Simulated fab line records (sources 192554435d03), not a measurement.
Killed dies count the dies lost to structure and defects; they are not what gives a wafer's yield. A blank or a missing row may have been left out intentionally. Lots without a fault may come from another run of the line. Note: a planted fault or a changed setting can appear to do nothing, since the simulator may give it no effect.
Chamber matching	flow n5Finfet	N5_BEOL_M8_ETCH_62 on rieDiel-04: 4 sister chambers
The step etches SOC in N2/H2, target depth 110 nm, overetch 22 nm, time 165 s. 4 wafers are shown with their chamber, then 8 later ones without.

== WAFERS PAIRED WITH THEIR CHAMBERS ==
wafer	chamber	drypumpMotorCurrentA (A)
L091.2	3	5.0
L091.3	1	5.4
L091.6	2	5.7
L094.1	0	5.9

== WAFERS WITHOUT THEIR CHAMBER ==
wafer	drypumpMotorCurrentA (A)
L094.2	4.9
L094.4	5.7
L095.2	5.4
L095.3	5.7
L095.4	5.9
L096.3	5.9
L096.5	5.0
L096.6	5.9

== WHICH CHAMBER EACH WENT THROUGH ==
wafer	from the rows above	in truth
L094.2	3	3
L094.4	2	2
L095.2	1	1
L095.3	2	2
L095.4	0	0
L096.3	0	0
L096.5	3	3
L096.6	0	0
Correctly placed: 8 of 8. Number that these rows cannot place: 0. Placed wrongly: 0.
How it was worked out, from the rows above alone: a wafer's distance from a chamber is the root of the sum, over the readings, of the square of ((its reading less the chamber's mean) divided by the reading's scatter). If the next closest chamber is less than 2 further off than the closest, the wafer can't be placed; otherwise it belongs to the closest. The mean given for a chamber averages the wafers shown for that chamber. The scatter (one wafer shown for each chamber): square how far every hidden wafer sits from the nearest shown wafer, average those squares and take the square root.
